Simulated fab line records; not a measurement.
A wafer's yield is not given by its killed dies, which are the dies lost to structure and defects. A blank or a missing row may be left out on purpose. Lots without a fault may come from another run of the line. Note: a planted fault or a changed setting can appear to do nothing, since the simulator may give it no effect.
fab line records / flow n5_finfet
record: lots: 11 wafers: 33 last_day: 18
route steps=1938 shown BEOL_M8@1367 BEOL_M9@1406
lots untouched by any fault: they come from a run of this same line in which no faults occurred
start_h: start of the lot's first displayed wafer, in hours after the record's first day / wait_h: hours from the lot's prior step to this one / " identical to the entry in the row above / L1.1+2: a single row standing in for several wafers / - no value present, or no start provided / * or withheld: withheld / < > ~ a bound
route shown NAME@n: a module of which the file shows steps, and the number in the route of the first / usual: average and standard deviation across the fault-free wafers / same: alike in all rows / chamber/n: place in a boat / sites: each site's reading / _std_site: standard deviation of those values / _edge_site: mean of outer sites minus mean of inner sites / radius_mm: how far each site lies from the wafer's centre / mask NAME#n: copy n / behind: tool/chamber where the wafer was last shaped / hold: why the lot went on hold/how many hours it stayed there/how the hold came to an end / device: which transistor (n, p or np) failed to switch / end of line: the same wafers' tests at the end of the route / for a step that has no rows: nothing shown but its recipe / killed: dies that structure and defects cost at the first sort, which is not the same as the wafer's yield / map: a wafer's dies, marking killed ones x, the rest . and places with no die _
set.NAME: the run value of the setting; set.NAME@STEP: its run value at that earlier step / model.NAME: the simulator's own value behind a step, which no gauge read
route steps across a sampled set of lots; one table per step, one row per wafer
services: the hour from which a tool's chamber was out of use, counted from the record's first day as start_h (under 0 if before that day), plus the number of hours and why
== steps ==
step: N5_BEOL_M8_INSPECT_30
recipe: mode: adi inspect_instrument: brightfield
usual: raw_defect_count: 389/91
lot.wafer=L865.2 tool=defect_inspect-01 chamber=- start_h=202.63 wait_h=0.0 raw_defect_count=390
lot.wafer=L865.3 tool=defect_inspect-01 chamber=- start_h=202.63 wait_h=0.0 raw_defect_count=329
lot.wafer=L865.5 tool=defect_inspect-01 chamber=- start_h=202.63 wait_h=0.0 raw_defect_count=390
lot.wafer=L869.1 tool=defect_inspect-02 chamber=- start_h=221.15 wait_h=0.1 raw_defect_count=225
lot.wafer=L869.2 tool=defect_inspect-02 chamber=- start_h=221.15 wait_h=0.1 raw_defect_count=264
lot.wafer=L869.5 tool=defect_inspect-02 chamber=- start_h=221.15 wait_h=0.1 raw_defect_count=344
lot.wafer=L870.1 tool=defect_inspect-01 chamber=- start_h=241.25 wait_h=0.1 raw_defect_count=477
lot.wafer=L870.3 tool=defect_inspect-01 chamber=- start_h=241.25 wait_h=0.1 raw_defect_count=313
lot.wafer=L870.5 tool=defect_inspect-01 chamber=- start_h=241.25 wait_h=0.1 raw_defect_count=437
lot.wafer=L872.2 tool=defect_inspect-02 chamber=- start_h=247.12 wait_h=0.0 raw_defect_count=439
lot.wafer=L872.3 tool=defect_inspect-02 chamber=- start_h=247.12 wait_h=0.0 raw_defect_count=232
lot.wafer=L872.4 tool=defect_inspect-02 chamber=- start_h=247.12 wait_h=0.0 raw_defect_count=368
lot.wafer=L874.1 tool=defect_inspect-02 chamber=- start_h=271.73 wait_h=0.1 raw_defect_count=430
lot.wafer=L874.4 tool=defect_inspect-02 chamber=- start_h=271.73 wait_h=0.1 raw_defect_count=383
lot.wafer=L874.5 tool=defect_inspect-02 chamber=- start_h=271.73 wait_h=0.1 raw_defect_count=571
lot.wafer=L880.1 tool=defect_inspect-01 chamber=- start_h=298.37 wait_h=0.1 raw_defect_count=453
lot.wafer=L880.2 tool=defect_inspect-01 chamber=- start_h=298.37 wait_h=0.1 raw_defect_count=399
lot.wafer=L880.6 tool=defect_inspect-01 chamber=- start_h=298.37 wait_h=0.1 raw_defect_count=427
lot.wafer=L881.1 tool=defect_inspect-02 chamber=- start_h=303.86 wait_h=0.1 raw_defect_count=441
lot.wafer=L881.4 tool=defect_inspect-02 chamber=- start_h=303.86 wait_h=0.1 raw_defect_count=331
lot.wafer=L881.5 tool=defect_inspect-02 chamber=- start_h=303.86 wait_h=0.1 raw_defect_count=376
lot.wafer=L882.1 tool=defect_inspect-01 chamber=- start_h=313.27 wait_h=0.1 raw_defect_count=501
lot.wafer=L882.4 tool=defect_inspect-01 chamber=- start_h=313.27 wait_h=0.1 raw_defect_count=669
lot.wafer=L882.5 tool=defect_inspect-01 chamber=- start_h=313.27 wait_h=0.1 raw_defect_count=486
lot.wafer=L886.3 tool=defect_inspect-02 chamber=- start_h=339.76 wait_h=0.0 raw_defect_count=354
lot.wafer=L886.5 tool=defect_inspect-02 chamber=- start_h=339.76 wait_h=0.0 raw_defect_count=471
lot.wafer=L886.6 tool=defect_inspect-02 chamber=- start_h=339.76 wait_h=0.0 raw_defect_count=802
lot.wafer=L888.2 tool=defect_inspect-02 chamber=- start_h=341.23 wait_h=0.0 raw_defect_count=463
lot.wafer=L888.4 tool=defect_inspect-02 chamber=- start_h=341.23 wait_h=0.0 raw_defect_count=361
lot.wafer=L888.5 tool=defect_inspect-02 chamber=- start_h=341.23 wait_h=0.0 raw_defect_count=382
lot.wafer=L887.3 tool=defect_inspect-01 chamber=- start_h=346.49 wait_h=0.0 raw_defect_count=315
lot.wafer=L887.4 tool=defect_inspect-01 chamber=- start_h=346.49 wait_h=0.0 raw_defect_count=383
lot.wafer=L887.5 tool=defect_inspect-01 chamber=- start_h=346.49 wait_h=0.0 raw_defect_count=373
step: N5_BEOL_M8_DEGAS_44
recipe: ambient: vacuum temp_c: 250 time_s: 60
usual: heater_power_w: 319/28
lot.wafer=L865.2 tool=pvd_sputter-02 chamber=- start_h=203.91 wait_h=0.4 heater_power_w=313
lot.wafer=L865.3 tool=pvd_sputter-02 chamber=- start_h=203.91 wait_h=0.4 heater_power_w=337
lot.wafer=L865.5 tool=pvd_sputter-02 chamber=- start_h=203.91 wait_h=0.4 heater_power_w=333
lot.wafer=L869.1 tool=pvd_sputter-03 chamber=- start_h=222.13 wait_h=0.3 heater_power_w=295
lot.wafer=L869.2 tool=pvd_sputter-03 chamber=- start_h=222.13 wait_h=0.3 heater_power_w=275
lot.wafer=L869.5 tool=pvd_sputter-03 chamber=- start_h=222.13 wait_h=0.3 heater_power_w=291
lot.wafer=L870.1 tool=pvd_sputter-03 chamber=- start_h=242.88 wait_h=0.7 heater_power_w=280
lot.wafer=L870.3 tool=pvd_sputter-03 chamber=- start_h=242.88 wait_h=0.7 heater_power_w=297
lot.wafer=L870.5 tool=pvd_sputter-03 chamber=- start_h=242.88 wait_h=0.7 heater_power_w=307
lot.wafer=L872.2 tool=pvd_sputter-01 chamber=- start_h=248.17 wait_h=0.3 heater_power_w=347
lot.wafer=L872.3 tool=pvd_sputter-01 chamber=- start_h=248.17 wait_h=0.3 heater_power_w=341
lot.wafer=L872.4 tool=pvd_sputter-01 chamber=- start_h=248.17 wait_h=0.3 heater_power_w=345
lot.wafer=L874.1 tool=pvd_sputter-03 chamber=- start_h=273.03 wait_h=0.5 heater_power_w=299
lot.wafer=L874.4 tool=pvd_sputter-03 chamber=- start_h=273.03 wait_h=0.5 heater_power_w=297
lot.wafer=L874.5 tool=pvd_sputter-03 chamber=- start_h=273.03 wait_h=0.5 heater_power_w=302
lot.wafer=L880.1 tool=pvd_sputter-02 chamber=- start_h=299.96 wait_h=0.6 heater_power_w=314
lot.wafer=L880.2 tool=pvd_sputter-02 chamber=- start_h=299.96 wait_h=0.6 heater_power_w=328
lot.wafer=L880.6 tool=pvd_sputter-02 chamber=- start_h=299.96 wait_h=0.6 heater_power_w=339
lot.wafer=L881.1 tool=pvd_sputter-02 chamber=- start_h=306.54 wait_h=1.7 heater_power_w=304
lot.wafer=L881.4 tool=pvd_sputter-02 chamber=- start_h=306.54 wait_h=1.7 heater_power_w=334
lot.wafer=L881.5 tool=pvd_sputter-02 chamber=- start_h=306.54 wait_h=1.7 heater_power_w=284
lot.wafer=L882.1 tool=pvd_sputter-01 chamber=- start_h=315.19 wait_h=0.5 heater_power_w=348
lot.wafer=L882.4 tool=pvd_sputter-01 chamber=- start_h=315.19 wait_h=0.5 heater_power_w=348
lot.wafer=L882.5 tool=pvd_sputter-01 chamber=- start_h=315.19 wait_h=0.5 heater_power_w=345
lot.wafer=L886.3 tool=pvd_sputter-01 chamber=- start_h=341.11 wait_h=0.6 heater_power_w=336
lot.wafer=L886.5 tool=pvd_sputter-01 chamber=- start_h=341.11 wait_h=0.6 heater_power_w=350
lot.wafer=L886.6 tool=pvd_sputter-01 chamber=- start_h=341.11 wait_h=0.6 heater_power_w=360
lot.wafer=L888.2 tool=pvd_sputter-02 chamber=- start_h=343.02 wait_h=1.0 heater_power_w=337
lot.wafer=L888.4 tool=pvd_sputter-02 chamber=- start_h=343.02 wait_h=1.0 heater_power_w=339
lot.wafer=L888.5 tool=pvd_sputter-02 chamber=- start_h=343.02 wait_h=1.0 heater_power_w=333
lot.wafer=L887.3 tool=pvd_sputter-03 chamber=- start_h=347.55 wait_h=0.3 heater_power_w=278
lot.wafer=L887.4 tool=pvd_sputter-03 chamber=- start_h=347.55 wait_h=0.3 heater_power_w=301
lot.wafer=L887.5 tool=pvd_sputter-03 chamber=- start_h=347.55 wait_h=0.3 heater_power_w=296
step: N5_BEOL_M9_COAT_59
recipe: resist: SOC temp_c: 250 time_s: 60 spin_rpm: 1500 resist_thk_nm: 100
usual: dispense_pressure_kPa: 48.5/2.5 spin_speed_rpm: 1500.0/0.95
lot.wafer=L865.2 tool=litho_track-01 chamber=0 start_h=207.81 wait_h=0.1 dispense_pressure_kPa=45.3 spin_speed_rpm=1500.3
lot.wafer=L865.3 tool=litho_track-01 chamber=0 start_h=207.81 wait_h=0.1 dispense_pressure_kPa=45.3 spin_speed_rpm=1500.4
lot.wafer=L865.5 tool=litho_track-01 chamber=0 start_h=207.81 wait_h=0.1 dispense_pressure_kPa=45.2 spin_speed_rpm=1499.1
lot.wafer=L869.1 tool=litho_track-03 chamber=0 start_h=227.29 wait_h=0.9 dispense_pressure_kPa=48.4 spin_speed_rpm=1498.9
lot.wafer=L869.2 tool=litho_track-03 chamber=0 start_h=227.29 wait_h=0.9 dispense_pressure_kPa=48.4 spin_speed_rpm=1499.9
lot.wafer=L869.5 tool=litho_track-03 chamber=0 start_h=227.29 wait_h=0.9 dispense_pressure_kPa=48.4 spin_speed_rpm=1499.0
lot.wafer=L870.1 tool=litho_track-03 chamber=0 start_h=247.52 wait_h=0.1 dispense_pressure_kPa=48.3 spin_speed_rpm=1500.5
lot.wafer=L870.3 tool=litho_track-03 chamber=0 start_h=247.52 wait_h=0.1 dispense_pressure_kPa=48.4 spin_speed_rpm=1499.9
lot.wafer=L870.5 tool=litho_track-03 chamber=0 start_h=247.52 wait_h=0.1 dispense_pressure_kPa=48.4 spin_speed_rpm=1500.5
lot.wafer=L872.2 tool=litho_track-05 chamber=0 start_h=251.15 wait_h=0.1 dispense_pressure_kPa=51.5 spin_speed_rpm=1500.3
lot.wafer=L872.3 tool=litho_track-05 chamber=0 start_h=251.15 wait_h=0.1 dispense_pressure_kPa=51.5 spin_speed_rpm=1501.7
lot.wafer=L872.4 tool=litho_track-05 chamber=0 start_h=251.15 wait_h=0.1 dispense_pressure_kPa=51.5 spin_speed_rpm=1500.5
lot.wafer=L874.1 tool=litho_track-01 chamber=0 start_h=278.12 wait_h=0.1 dispense_pressure_kPa=45.3 spin_speed_rpm=1499.5
lot.wafer=L874.4 tool=litho_track-01 chamber=0 start_h=278.12 wait_h=0.1 dispense_pressure_kPa=45.2 spin_speed_rpm=1501.2
lot.wafer=L874.5 tool=litho_track-01 chamber=0 start_h=278.12 wait_h=0.1 dispense_pressure_kPa=45.2 spin_speed_rpm=1499.3
lot.wafer=L880.1 tool=litho_track-01 chamber=0 start_h=304.16 wait_h=0.1 dispense_pressure_kPa=45.2 spin_speed_rpm=1429.8
lot.wafer=L880.2 tool=litho_track-01 chamber=0 start_h=304.16 wait_h=0.1 dispense_pressure_kPa=45.2 spin_speed_rpm=1428.8
lot.wafer=L880.6 tool=litho_track-01 chamber=0 start_h=304.16 wait_h=0.1 dispense_pressure_kPa=45.3 spin_speed_rpm=1431.0
lot.wafer=L881.1 tool=litho_track-05 chamber=0 start_h=310.84 wait_h=0.1 dispense_pressure_kPa=51.5 spin_speed_rpm=1500.0
lot.wafer=L881.4 tool=litho_track-05 chamber=0 start_h=310.84 wait_h=0.1 dispense_pressure_kPa=51.5 spin_speed_rpm=1501.2
lot.wafer=L881.5 tool=litho_track-05 chamber=0 start_h=310.84 wait_h=0.1 dispense_pressure_kPa=51.5 spin_speed_rpm=1500.5
lot.wafer=L882.1 tool=litho_track-01 chamber=0 start_h=320.09 wait_h=0.1 dispense_pressure_kPa=45.2 spin_speed_rpm=1429.6
lot.wafer=L882.4 tool=litho_track-01 chamber=0 start_h=320.09 wait_h=0.1 dispense_pressure_kPa=45.3 spin_speed_rpm=1429.5
lot.wafer=L882.5 tool=litho_track-01 chamber=0 start_h=320.09 wait_h=0.1 dispense_pressure_kPa=45.3 spin_speed_rpm=1429.4
lot.wafer=L886.3 tool=litho_track-05 chamber=0 start_h=344.44 wait_h=0.1 dispense_pressure_kPa=51.5 spin_speed_rpm=1501.5
lot.wafer=L886.5 tool=litho_track-05 chamber=0 start_h=344.44 wait_h=0.1 dispense_pressure_kPa=51.5 spin_speed_rpm=1499.6
lot.wafer=L886.6 tool=litho_track-05 chamber=0 start_h=344.44 wait_h=0.1 dispense_pressure_kPa=51.5 spin_speed_rpm=1500.8
lot.wafer=L888.2 tool=litho_track-03 chamber=0 start_h=347.09 wait_h=0.1 dispense_pressure_kPa=48.4 spin_speed_rpm=1498.8
lot.wafer=L888.4 tool=litho_track-03 chamber=0 start_h=347.09 wait_h=0.1 dispense_pressure_kPa=48.4 spin_speed_rpm=1499.1
lot.wafer=L888.5 tool=litho_track-03 chamber=0 start_h=347.09 wait_h=0.1 dispense_pressure_kPa=48.4 spin_speed_rpm=1500.2
lot.wafer=L887.3 tool=litho_track-03 chamber=0 start_h=352.03 wait_h=0.1 dispense_pressure_kPa=48.4 spin_speed_rpm=1499.7
lot.wafer=L887.4 tool=litho_track-03 chamber=0 start_h=352.03 wait_h=0.1 dispense_pressure_kPa=48.4 spin_speed_rpm=1499.6
lot.wafer=L887.5 tool=litho_track-03 chamber=0 start_h=352.03 wait_h=0.1 dispense_pressure_kPa=48.4 spin_speed_rpm=1500.2
step: N5_BEOL_M9_STRIP_67
recipe: chemistry: CF4 resist: SiARC power_w: 300 bias_power_w: 75 pressure_mtorr: 50 cf4_flow_sccm: 150 rf_frequency_hz: 6e+07
usual: drypump_motor_current_A: 5.6/0.4 oes_product_au: 0.79/0.075 rf_vpp_V: 270.9/1.5 showerhead_plenum_p_Torr: 1.78/0.059 throttle_valve_pct: 13.51/0.27
lot.wafer=L865.2 tool=rie_diel-05 chamber=0 start_h=208.53 wait_h=0.0 drypump_motor_current_A=6.1 oes_product_au=0.91 rf_hours_counter_h=35 rf_vpp_V=270.8 showerhead_plenum_p_Torr=1.76 throttle_valve_pct=13.09
lot.wafer=L865.3 tool=rie_diel-05 chamber=3 start_h=208.53 wait_h=0.0 drypump_motor_current_A=5.4 oes_product_au=0.81 rf_hours_counter_h=86 rf_vpp_V=270.9 showerhead_plenum_p_Torr=1.80 throttle_valve_pct=13.57
lot.wafer=L865.5 tool=rie_diel-05 chamber=3 start_h=208.53 wait_h=0.0 drypump_motor_current_A=5.4 oes_product_au=0.81 rf_hours_counter_h=- rf_vpp_V=271.9 showerhead_plenum_p_Torr=1.80 throttle_valve_pct=13.56
lot.wafer=L869.1 tool=rie_diel-04 chamber=1 start_h=228.54 wait_h=0.0 drypump_motor_current_A=5.0 oes_product_au=0.66 rf_hours_counter_h=248 rf_vpp_V=271.3 showerhead_plenum_p_Torr=1.75 throttle_valve_pct=13.76
lot.wafer=L869.2 tool=rie_diel-04 chamber=2 start_h=228.54 wait_h=0.0 drypump_motor_current_A=5.0 oes_product_au=0.74 rf_hours_counter_h=189 rf_vpp_V=270.6 showerhead_plenum_p_Torr=1.71 throttle_valve_pct=13.59
lot.wafer=L869.5 tool=rie_diel-04 chamber=3 start_h=228.54 wait_h=0.0 drypump_motor_current_A=5.4 oes_product_au=0.84 rf_hours_counter_h=- rf_vpp_V=273.7 showerhead_plenum_p_Torr=1.90 throttle_valve_pct=13.12
lot.wafer=L870.1 tool=rie_diel-05 chamber=0 start_h=248.21 wait_h=0.0 drypump_motor_current_A=6.1 oes_product_au=0.89 rf_hours_counter_h=45 rf_vpp_V=271.5 showerhead_plenum_p_Torr=1.75 throttle_valve_pct=13.09
lot.wafer=L870.3 tool=rie_diel-05 chamber=1 start_h=248.21 wait_h=0.0 drypump_motor_current_A=5.5 oes_product_au=0.72 rf_hours_counter_h=185 rf_vpp_V=268.6 showerhead_plenum_p_Torr=1.71 throttle_valve_pct=13.49
lot.wafer=L870.5 tool=rie_diel-05 chamber=1 start_h=248.21 wait_h=0.0 drypump_motor_current_A=5.5 oes_product_au=0.72 rf_hours_counter_h=- rf_vpp_V=270.3 showerhead_plenum_p_Torr=1.71 throttle_valve_pct=13.47
lot.wafer=L872.2 tool=rie_diel-03 chamber=2 start_h=251.87 wait_h=0.0 drypump_motor_current_A=5.9 oes_product_au=0.70 rf_hours_counter_h=239 rf_vpp_V=268.8 showerhead_plenum_p_Torr=1.70 throttle_valve_pct=13.69
lot.wafer=L872.3 tool=rie_diel-03 chamber=0 start_h=251.87 wait_h=0.0 drypump_motor_current_A=5.8 oes_product_au=0.71 rf_hours_counter_h=197 rf_vpp_V=273.1 showerhead_plenum_p_Torr=1.86 throttle_valve_pct=14.03
lot.wafer=L872.4 tool=rie_diel-03 chamber=1 start_h=251.87 wait_h=0.0 drypump_motor_current_A=4.9 oes_product_au=0.90 rf_hours_counter_h=27 rf_vpp_V=272.7 showerhead_plenum_p_Torr=1.83 throttle_valve_pct=13.39
lot.wafer=L874.1 tool=rie_diel-03 chamber=3 start_h=278.81 wait_h=0.0 drypump_motor_current_A=5.9 oes_product_au=0.85 rf_hours_counter_h=55 rf_vpp_V=272.4 showerhead_plenum_p_Torr=1.83 throttle_valve_pct=13.45
lot.wafer=L874.4 tool=rie_diel-03 chamber=2 start_h=278.81 wait_h=0.0 drypump_motor_current_A=6.0 oes_product_au=0.69 rf_hours_counter_h=248 rf_vpp_V=268.2 showerhead_plenum_p_Torr=1.69 throttle_valve_pct=13.71
lot.wafer=L874.5 tool=rie_diel-03 chamber=0 start_h=278.81 wait_h=0.0 drypump_motor_current_A=5.8 oes_product_au=0.71 rf_hours_counter_h=- rf_vpp_V=273.2 showerhead_plenum_p_Torr=1.85 throttle_valve_pct=14.07
lot.wafer=L880.1 tool=rie_diel-05 chamber=1 start_h=305.52 wait_h=0.0 drypump_motor_current_A=5.5 oes_product_au=0.71 rf_hours_counter_h=200 rf_vpp_V=267.7 showerhead_plenum_p_Torr=1.71 throttle_valve_pct=13.50
lot.wafer=L880.2 tool=rie_diel-05 chamber=0 start_h=305.52 wait_h=0.0 drypump_motor_current_A=6.1 oes_product_au=0.86 rf_hours_counter_h=66 rf_vpp_V=270.2 showerhead_plenum_p_Torr=1.75 throttle_valve_pct=13.14
lot.wafer=L880.6 tool=rie_diel-05 chamber=0 start_h=305.52 wait_h=0.0 drypump_motor_current_A=6.1 oes_product_au=0.86 rf_hours_counter_h=- rf_vpp_V=271.8 showerhead_plenum_p_Torr=1.75 throttle_valve_pct=13.13
lot.wafer=L881.1 tool=rie_diel-05 chamber=1 start_h=311.40 wait_h=0.0 drypump_motor_current_A=5.5 oes_product_au=0.71 rf_hours_counter_h=203 rf_vpp_V=269.2 showerhead_plenum_p_Torr=1.71 throttle_valve_pct=13.52
lot.wafer=L881.4 tool=rie_diel-05 chamber=3 start_h=311.40 wait_h=0.0 drypump_motor_current_A=5.4 oes_product_au=0.78 rf_hours_counter_h=112 rf_vpp_V=270.4 showerhead_plenum_p_Torr=1.79 throttle_valve_pct=13.61
lot.wafer=L881.5 tool=rie_diel-05 chamber=1 start_h=311.40 wait_h=0.0 drypump_motor_current_A=5.5 oes_product_au=0.72 rf_hours_counter_h=- rf_vpp_V=268.6 showerhead_plenum_p_Torr=1.71 throttle_valve_pct=13.51
lot.wafer=L882.1 tool=rie_diel-03 chamber=2 start_h=320.78 wait_h=0.0 drypump_motor_current_A=6.0 oes_product_au=0.98 rf_hours_counter_h=4 rf_vpp_V=273.1 showerhead_plenum_p_Torr=1.90 throttle_valve_pct=13.14
lot.wafer=L882.4 tool=rie_diel-03 chamber=1 start_h=320.78 wait_h=0.0 drypump_motor_current_A=4.9 oes_product_au=0.86 rf_hours_counter_h=50 rf_vpp_V=270.8 showerhead_plenum_p_Torr=1.83 throttle_valve_pct=13.43
lot.wafer=L882.5 tool=rie_diel-03 chamber=2 start_h=320.78 wait_h=0.0 drypump_motor_current_A=6.0 oes_product_au=0.97 rf_hours_counter_h=- rf_vpp_V=273.3 showerhead_plenum_p_Torr=1.90 throttle_valve_pct=13.16
lot.wafer=L886.3 tool=rie_diel-03 chamber=2 start_h=345.13 wait_h=0.0 drypump_motor_current_A=5.9 oes_product_au=0.94 rf_hours_counter_h=12 rf_vpp_V=274.4 showerhead_plenum_p_Torr=1.90 throttle_valve_pct=13.18
lot.wafer=L886.5 tool=rie_diel-03 chamber=0 start_h=345.13 wait_h=0.0 drypump_motor_current_A=5.8 oes_product_au=0.69 rf_hours_counter_h=- rf_vpp_V=270.1 showerhead_plenum_p_Torr=1.85 throttle_valve_pct=14.11
lot.wafer=L886.6 tool=rie_diel-03 chamber=3 start_h=345.13 wait_h=0.0 drypump_motor_current_A=5.9 oes_product_au=0.82 rf_hours_counter_h=- rf_vpp_V=271.3 showerhead_plenum_p_Torr=1.82 throttle_valve_pct=13.51
lot.wafer=L888.2 tool=rie_diel-04 chamber=0 start_h=347.80 wait_h=0.0 drypump_motor_current_A=6.3 oes_product_au=0.79 rf_hours_counter_h=98 rf_vpp_V=269.0 showerhead_plenum_p_Torr=1.73 throttle_valve_pct=13.72
lot.wafer=L888.4 tool=rie_diel-04 chamber=2 start_h=347.80 wait_h=0.0 drypump_motor_current_A=5.0 oes_product_au=0.72 rf_hours_counter_h=221 rf_vpp_V=270.2 showerhead_plenum_p_Torr=1.70 throttle_valve_pct=13.68
lot.wafer=L888.5 tool=rie_diel-04 chamber=0 start_h=347.80 wait_h=0.0 drypump_motor_current_A=6.3 oes_product_au=0.79 rf_hours_counter_h=- rf_vpp_V=271.3 showerhead_plenum_p_Torr=1.73 throttle_valve_pct=13.72
lot.wafer=L887.3 tool=rie_diel-03 chamber=2 start_h=352.72 wait_h=0.0 drypump_motor_current_A=6.0 oes_product_au=0.93 rf_hours_counter_h=15 rf_vpp_V=271.8 showerhead_plenum_p_Torr=1.90 throttle_valve_pct=13.18
lot.wafer=L887.4 tool=rie_diel-03 chamber=3 start_h=352.72 wait_h=0.0 drypump_motor_current_A=5.9 oes_product_au=0.82 rf_hours_counter_h=81 rf_vpp_V=271.6 showerhead_plenum_p_Torr=1.82 throttle_valve_pct=13.51
lot.wafer=L887.5 tool=rie_diel-03 chamber=1 start_h=352.72 wait_h=0.0 drypump_motor_current_A=4.9 oes_product_au=0.84 rf_hours_counter_h=- rf_vpp_V=271.1 showerhead_plenum_p_Torr=1.82 throttle_valve_pct=13.45
== services ==
tool=rie_diel-04 chamber=- start_h=199.56 hours=1.0 kind=repair
tool=rie_diel-04 chamber=1 start_h=231.91 hours=- kind=clean
tool=rie_diel-04 chamber=1 start_h=231.91 hours=- kind=consumable_replace:focus_ring
tool=rie_diel-04 chamber=1 start_h=231.91 hours=14.9 kind=scheduled_down
tool=rie_diel-04 chamber=1 start_h=231.91 hours=14.9 kind=vent_cycle
tool=rie_diel-05 chamber=- start_h=243.98 hours=0.4 kind=repair
tool=rie_diel-05 chamber=1 start_h=248.26 hours=8.4 kind=repair
tool=rie_diel-05 chamber=- start_h=265.91 hours=4.3 kind=pm
tool=rie_diel-05 chamber=- start_h=283.06 hours=1.3 kind=repair
tool=rie_diel-03 chamber=2 start_h=284.87 hours=- kind=clean
tool=rie_diel-03 chamber=2 start_h=284.87 hours=- kind=consumable_replace:focus_ring
tool=rie_diel-03 chamber=2 start_h=284.87 hours=- kind=consumable_replace:showerhead
tool=rie_diel-03 chamber=2 start_h=284.87 hours=22.5 kind=scheduled_down
tool=rie_diel-03 chamber=2 start_h=284.87 hours=22.5 kind=vent_cycle
tool=rie_diel-04 chamber=2 start_h=310.40 hours=11.5 kind=repair
== key ==
first_sign: step: N5_BEOL_M9_COAT_59 reading: spin_speed_rpm direction: down sigmas: 74 usual: * struck: *
effect none on later readings
met_at N5_BEOL_M9_COAT_59
struck_lots L880,L882
not_acting_at N5_BEOL_M8_INSPECT_30,N5_BEOL_M8_DEGAS_44,N5_BEOL_M9_STRIP_67
onset_between 278.12 304.16
fault: kind: process_parameter_drift tool: litho_track-01 chamber: - onset_h: 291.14 steps: N5_BEOL_M9_COAT_59 channel: spin_rpm offset: * shape: step end_h: 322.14 acts_in: * stated: *
